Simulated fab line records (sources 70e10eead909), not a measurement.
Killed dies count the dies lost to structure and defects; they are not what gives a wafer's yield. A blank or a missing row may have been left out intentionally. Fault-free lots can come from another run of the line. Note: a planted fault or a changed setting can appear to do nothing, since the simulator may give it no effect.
What tool caused it? ; flow nandHarc ; 12 lots, 36 wafers sampled, at 2 steps of a route of 1302

== WHAT THE GAUGES READ, wafer by wafer ==
NHARC_A_ONON_D1_THK_MEAS_30: measures by ellipsometry.
lot;measured;on;thkNm (nm)
L075;day 8 22:28;filmMetro-02;991 993 994
L077;day 10 07:10;filmMetro-02;981 982 981
L079;day 10 12:02;filmMetro-02;995 997 995
L081;day 11 06:16;filmMetro-01;1014 1014 1014
L083;day 12 04:32;filmMetro-01;997 998 996
L085;day 12 23:06;filmMetro-02;1014 1016 1015
L087;day 13 15:20;filmMetro-01;996 996 993
L089;day 14 15:36;filmMetro-01;1006 1007 1007
L091;day 15 18:16;filmMetro-01;993 992 992
L093;day 16 10:07;filmMetro-01;996 997 997
L095;day 16 18:38;filmMetro-01;993 993 994
L097;day 18 03:23;filmMetro-01;996 996 998

== WHAT TOOL EACH LOT RAN ON (gives the tool, then ch and the chambers of the sampled wafers, and finally the start) ==
lot;NHARC_P_BONDPAD_PVD_17
L075;pvdSputter-02, day 8 22:28 or earlier
L077;pvdSputter-03, day 10 07:10 or earlier
L079;pvdSputter-01, day 10 12:02 or earlier
L081;pvdSputter-01, day 11 06:16 or earlier
L083;pvdSputter-02, day 12 04:32 or earlier
L085;pvdSputter-01, day 12 23:06 or earlier
L087;pvdSputter-01, day 13 15:20 or earlier
L089;pvdSputter-03, day 14 15:36 or earlier
L091;pvdSputter-01, day 15 18:16 or earlier
L093;pvdSputter-03, day 16 10:07 or earlier
L095;pvdSputter-03, day 16 18:38 or earlier
L097;pvdSputter-02, day 18 03:23 or earlier
- NHARC_P_BONDPAD_PVD_17: deposits TaN, target thk 5 nm, time 8.06 s.

== THE ANSWER, worked out from the rows above alone ==
Rule: usual is defined by the lots themselves. Put in order of their means at a reading, lots are off if they are a third of the lots or fewer, leave a main group of 4 or more, and stand apart from it by a gap of 3 or more times the standard deviation of the main group's means; of several such gaps the widest counts. A main group whose means are all the same, to the digits that the tables above print for the reading, isn't used. Also off: a lot with no number at a reading for which 4 or more lots have one. The other lots that the step has rows for count as sound.
None of the lots is off at any reading shown; this tells nothing.

== WHAT HAD BEEN PUT IN BY THE SIMULATOR ==
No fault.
